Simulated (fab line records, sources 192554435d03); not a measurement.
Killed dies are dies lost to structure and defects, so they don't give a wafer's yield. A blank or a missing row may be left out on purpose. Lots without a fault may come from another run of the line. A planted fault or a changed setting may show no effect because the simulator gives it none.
Which tool did it? | flow n5_finfet | 24 lots, 72 wafers sampled, at 5 steps of a route of 1938

WHAT THE GAUGES READ, wafer by wafer
N5_BEOL_M2_THK_MEAS_53: measures by xrf.
lot  | measured     | on            | M2_THK (nm)
L074 | day 6 23:58  | film_metro-02 | 39.3 39.8 39.6
L075 | day 7 03:29  | film_metro-02 | 38.2 38.4 39.6
L076 | day 7 03:37  | film_metro-02 | 38.9 38.4 38.1
L077 | day 7 13:20  | film_metro-01 | 38.5 41.0 37.5
L078 | day 7 22:26  | film_metro-01 | 39.6 38.5 38.6
L079 | day 8 03:40  | film_metro-02 | 38.8 36.7 41.1
L080 | day 8 08:25  | film_metro-02 | 38.6 36.5 37.7
L081 | day 8 17:50  | film_metro-02 | 39.6 38.9 41.2
L082 | day 8 19:16  | film_metro-02 | 40.8 38.5 39.5
L083 | day 8 23:57  | film_metro-02 | 39.6 40.2 40.2
L084 | day 9 08:42  | film_metro-01 | 41.3 40.9 41.0
L086 | day 10 06:45 | film_metro-01 | 41.6 35.8 38.6
L085 | day 10 07:19 | film_metro-01 | 37.3 38.7 41.7
L087 | day 10 10:26 | film_metro-02 | 37.8 37.7 38.2
L088 | day 10 12:40 | film_metro-01 | 39.5 37.0 38.1
L089 | day 10 15:25 | film_metro-01 | 40.2 39.7 40.5
L090 | day 10 20:59 | film_metro-01 | 40.4 36.7 40.3
L091 | day 10 22:34 | film_metro-02 | 36.2 39.4 37.6
L092 | day 11 05:04 | film_metro-01 | 39.2 37.2 38.5
L093 | day 12 00:04 | film_metro-01 | 39.6 40.6 41.1
L094 | day 12 03:25 | film_metro-01 | 39.8 41.8 39.2
L095 | day 12 06:28 | film_metro-01 | 39.0 39.0 39.2
L096 | day 12 11:15 | film_metro-01 | 40.5 35.3 38.0
L097 | day 12 17:26 | film_metro-01 | 39.9 39.6 39.2

N5_BEOL_M3_INSPECT_30: inspects for defects (brightfield).
lot  | measured     | on                | raw_defect_count
L074 | day 7 01:58  | defect_inspect-01 | 478 301 314
L075 | day 7 06:07  | defect_inspect-02 | 340 445 396
L076 | day 7 06:20  | defect_inspect-02 | 351 506 615
L077 | day 7 18:42  | defect_inspect-02 | 450 450 616
L078 | day 8 00:59  | defect_inspect-01 | 548 760 474
L079 | day 8 07:20  | defect_inspect-01 | 486 430 373
L080 | day 8 11:50  | defect_inspect-01 | 301 323 315
L081 | day 8 20:32  | defect_inspect-02 | 419 361 410
L082 | day 8 21:07  | defect_inspect-02 | 475 510 398
L083 | day 9 02:53  | defect_inspect-01 | 428 427 536
L084 | day 9 12:14  | defect_inspect-02 | 318 428 378
L086 | day 10 09:15 | defect_inspect-01 | 453 370 300
L085 | day 10 09:40 | defect_inspect-01 | 346 438 310
L087 | day 10 13:50 | defect_inspect-02 | 428 296 388
L088 | day 10 16:20 | defect_inspect-01 | 367 324 431
L089 | day 10 17:39 | defect_inspect-02 | 446 489 668
L090 | day 10 23:42 | defect_inspect-01 | 559 351 414
L091 | day 11 02:19 | defect_inspect-01 | 545 313 446
L092 | day 11 07:34 | defect_inspect-01 | 317 398 486
L093 | day 12 04:06 | defect_inspect-01 | 308 372 350
L094 | day 12 05:36 | defect_inspect-01 | 371 537 452
L095 | day 12 12:28 | defect_inspect-02 | 561 364 346
L096 | day 12 14:55 | defect_inspect-01 | 356 414 454
L097 | day 12 20:33 | defect_inspect-02 | 497 346 476

WHICH TOOL RAN EACH LOT (tool, then ch and the chambers of the sampled wafers, then the start)
lot  | N5_BEOL_M2_ANNEAL_51             | N5_BEOL_M2_PRE_CLEAN_60          | N5_BEOL_M3_STRIP_19
L074 | rtp_anneal-02 ch 0, day 6 23:23  | cvd_co-02 ch 0,1,2, day 7 00:00  | rie_diel-01 ch 0,1,3, day 7 01:29
L075 | rtp_anneal-02 ch 0, day 7 02:53  | cvd_co-01 ch 0,2, day 7 03:31    | rie_diel-03 ch 0,1, day 7 05:38
L076 | rtp_anneal-01 ch 0, day 7 03:04  | cvd_co-02 ch 1,2, day 7 03:39    | rie_diel-01 ch 0,2,3, day 7 05:52
L077 | rtp_anneal-02 ch 0, day 7 12:47  | cvd_co-02 ch 1,2, day 7 13:22    | rie_diel-01 ch 1,3, day 7 18:13
L078 | rtp_anneal-02 ch 0, day 7 21:51  | cvd_co-02 ch 0,1,2, day 7 22:32  | rie_diel-01 ch 0,1,2, day 8 00:23
L079 | rtp_anneal-02 ch 0, day 8 03:10  | cvd_co-02 ch 0,1, day 8 03:43    | rie_diel-01 ch 2,3, day 8 06:52
L080 | rtp_anneal-01 ch 0, day 8 07:53  | cvd_co-01 ch 1,2, day 8 08:28    | rie_diel-01 ch 2,3, day 8 11:14
L081 | rtp_anneal-02 ch 0, day 8 17:17  | cvd_co-01 ch 1,2, day 8 17:53    | rie_diel-03 ch 1,2,3, day 8 20:04
L082 | rtp_anneal-02 ch 0, day 8 18:41  | cvd_co-01 ch 0,2, day 8 19:19    | rie_diel-02 ch 0,1,2, day 8 20:38
L083 | rtp_anneal-02 ch 0, day 8 23:22  | cvd_co-01 ch 0,1, day 8 23:59    | rie_diel-02 ch 0,1,3, day 9 02:17
L084 | rtp_anneal-02 ch 0, day 9 08:06  | cvd_co-01 ch 0,1, day 9 08:44    | rie_diel-02 ch 0,1,3, day 9 11:38
L086 | rtp_anneal-01 ch 0, day 10 06:10 | cvd_co-01 ch 0,1, day 10 06:47   | rie_diel-03 ch 0,2,3, day 10 08:38
L085 | rtp_anneal-02 ch 0, day 10 06:48 | cvd_co-01 ch 0,1, day 10 07:20   | rie_diel-01 ch 1,2,3, day 10 09:11
L087 | rtp_anneal-02 ch 0, day 10 09:53 | cvd_co-02 ch 0,1,2, day 10 10:29 | rie_diel-03 ch 1,2, day 10 13:14
L088 | rtp_anneal-01 ch 0, day 10 12:10 | cvd_co-02 ch 1,2, day 10 12:43   | rie_diel-01 ch 0,1, day 10 15:52
L089 | rtp_anneal-02 ch 0, day 10 14:49 | cvd_co-02 ch 1,2, day 10 15:27   | rie_diel-03 ch 0,2, day 10 17:03
L090 | rtp_anneal-02 ch 0, day 10 20:23 | cvd_co-02 ch 0,1,2, day 10 21:01 | rie_diel-01 ch 0,1,3, day 10 23:06
L091 | rtp_anneal-02 ch 0, day 10 22:04 | cvd_co-01 ch 0,1,2, day 10 22:36 | rie_diel-03 ch 0,1,2, day 11 01:50
L092 | rtp_anneal-01 ch 0, day 11 04:28 | cvd_co-01 ch 0,1,2, day 11 05:05 | rie_diel-03 ch 0,2, day 11 06:58
L093 | rtp_anneal-02 ch 0, day 11 23:33 | cvd_co-02 ch 0,1,2, day 12 00:13 | rie_diel-02 ch 1,3, day 12 03:30
L094 | rtp_anneal-02 ch 0, day 12 02:49 | cvd_co-01 ch 0,1,2, day 12 03:30 | rie_diel-01 ch 2,3, day 12 04:59
L095 | rtp_anneal-01 ch 0, day 12 05:51 | cvd_co-01 ch 0,2, day 12 06:30   | rie_diel-02 ch 1,3, day 12 11:50
L096 | rtp_anneal-01 ch 0, day 12 10:45 | cvd_co-02 ch 0,1, day 12 11:17   | rie_diel-02 ch 1,3, day 12 14:26
L097 | rtp_anneal-01 ch 0, day 12 16:50 | cvd_co-01 ch 0,1,2, day 12 17:28 | rie_diel-01 ch 2,3, day 12 19:57
- N5_BEOL_M2_ANNEAL_51: time 90 s.
- N5_BEOL_M2_PRE_CLEAN_60: time 15 s.
- N5_BEOL_M3_STRIP_19: strips in O2.

WHAT THE TOOLS THEMSELVES READ (means of the sampled wafers that have a number; where no wafer has one, the mark that the record gives instead)
N5_BEOL_M2_ANNEAL_51.
lot  | tool          | wafer_temp_C_max
L074 | rtp_anneal-02 | 226.45
L075 | rtp_anneal-02 | 226.35
L076 | rtp_anneal-01 | 225.95
L077 | rtp_anneal-02 | 226.44
L078 | rtp_anneal-02 | 226.36
L079 | rtp_anneal-02 | 226.23
L080 | rtp_anneal-01 | 225.92
L081 | rtp_anneal-02 | 226.16
L082 | rtp_anneal-02 | 225.92
L083 | rtp_anneal-02 | 226.00
L084 | rtp_anneal-02 | 226.20
L086 | rtp_anneal-01 | 225.89
L085 | rtp_anneal-02 | 225.89
L087 | rtp_anneal-02 | 226.28
L088 | rtp_anneal-01 | 225.93
L089 | rtp_anneal-02 | 226.12
L090 | rtp_anneal-02 | 226.06
L091 | rtp_anneal-02 | 226.39
L092 | rtp_anneal-01 | 226.34
L093 | rtp_anneal-02 | 226.63
L094 | rtp_anneal-02 | 226.41
L095 | rtp_anneal-01 | 226.03
L096 | rtp_anneal-01 | 226.12
L097 | rtp_anneal-01 | 226.09

N5_BEOL_M2_PRE_CLEAN_60.
lot  | tool      | heater_power_outer_w (W) | heater_power_w (W)
L074 | cvd_co-02 | 15                       | 77
L075 | cvd_co-01 | 17                       | 80
L076 | cvd_co-02 | 20                       | 81
L077 | cvd_co-02 | 20                       | 78
L078 | cvd_co-02 | 15                       | 79
L079 | cvd_co-02 | 15                       | 76
L080 | cvd_co-01 | 17                       | 83
L081 | cvd_co-01 | 25                       | 99
L082 | cvd_co-01 | 24                       | 101
L083 | cvd_co-01 | 10                       | 67
L084 | cvd_co-01 | 9                        | 66
L086 | cvd_co-01 | 10                       | 65
L085 | cvd_co-01 | 10                       | 66
L087 | cvd_co-02 | 15                       | 80
L088 | cvd_co-02 | 20                       | 80
L089 | cvd_co-02 | 20                       | 82
L090 | cvd_co-02 | 15                       | 80
L091 | cvd_co-01 | 17                       | 83
L092 | cvd_co-01 | 17                       | 83
L093 | cvd_co-02 | 15                       | 80
L094 | cvd_co-01 | 17                       | 83
L095 | cvd_co-01 | 17                       | 81
L096 | cvd_co-02 | 15                       | 76
L097 | cvd_co-01 | 17                       | 84

N5_BEOL_M3_STRIP_19.
lot  | tool        | drypump_motor_current_A (A) | oes_product_au (a.u.) | rf_vpp_V (V) | showerhead_plenum_p_Torr (Torr) | throttle_valve_pct (%)
L074 | rie_diel-01 | 6.0                         | 0.86                  | 3.7          | 2.16                            | 16.59
L075 | rie_diel-03 | 6.5                         | 0.76                  | 3.9          | 2.14                            | 16.68
L076 | rie_diel-01 | 6.0                         | 0.80                  | 3.1          | 2.13                            | 16.54
L077 | rie_diel-01 | 6.2                         | 0.79                  | 4.0          | 2.15                            | 16.69
L078 | rie_diel-01 | 5.8                         | 0.83                  | 3.7          | 2.18                            | 16.50
L079 | rie_diel-01 | 6.1                         | 0.74                  | 3.7          | 2.12                            | 16.63
L080 | rie_diel-01 | 5.9                         | 0.73                  | 3.6          | 2.15                            | 16.53
L081 | rie_diel-03 | 5.6                         | 0.80                  | 3.2          | 2.13                            | 16.64
L082 | rie_diel-02 | 5.8                         | 0.72                  | 3.8          | 2.11                            | 16.71
L083 | rie_diel-02 | 5.5                         | 0.81                  | 3.8          | 2.17                            | 16.56
L084 | rie_diel-02 | 5.5                         | 0.80                  | 3.6          | 2.17                            | 16.55
L086 | rie_diel-03 | 5.9                         | 0.78                  | 3.7          | 2.11                            | 16.65
L085 | rie_diel-01 | 6.0                         | 0.76                  | 3.7          | 2.17                            | 16.61
L087 | rie_diel-03 | 5.3                         | 0.83                  | 3.8          | 2.08                            | 16.48
L088 | rie_diel-01 | 5.9                         | 0.85                  | 3.5          | 2.20                            | 16.59
L089 | rie_diel-03 | 5.5                         | 0.84                  | 3.5          | 2.06                            | 16.48
L090 | rie_diel-01 | 6.0                         | 0.81                  | 3.6          | 2.15                            | 16.64
L091 | rie_diel-03 | 5.9                         | 0.79                  | 3.4          | 2.10                            | 16.60
L092 | rie_diel-03 | 5.4                         | 0.82                  | 3.6          | 2.06                            | 16.47
L093 | rie_diel-02 | 5.6                         | 0.83                  | 3.7          | 2.19                            | 16.44
L094 | rie_diel-01 | 6.1                         | 0.71                  | 3.9          | 2.11                            | 16.69
L095 | rie_diel-02 | 5.7                         | 0.83                  | 3.8          | 2.19                            | 16.44
L096 | rie_diel-02 | 5.7                         | 0.78                  | 3.9          | 2.14                            | 16.50
L097 | rie_diel-01 | 6.1                         | 0.71                  | 3.6          | 2.11                            | 16.71

THE ANSWER, worked out from the rows above alone
Rule: what is usual is taken from the lots themselves. Put in order of their means at a reading, lots are off if they are a third of the lots or fewer, leave a main group of 4 or more, and stand apart from it by a gap of 3 or more times the standard deviation of the main group's means; of several such gaps the widest counts. A main group whose means are all the same, to the digits that the tables above print for the reading, isn't used. A lot without any number at a reading at which 4 lots or more have one is off too. The other lots that the step has rows for count as sound. The gauges are gone through in route order, then the tools' own readings, and for those a lot's mean is taken as printed above. The first step at which some lot is off is used, and at that step the reading that is off furthest; a lot without a number counts as furthest.
No lot is off at any reading shown: from this, nothing can be told.

WHAT THE SIMULATOR HAD PUT IN
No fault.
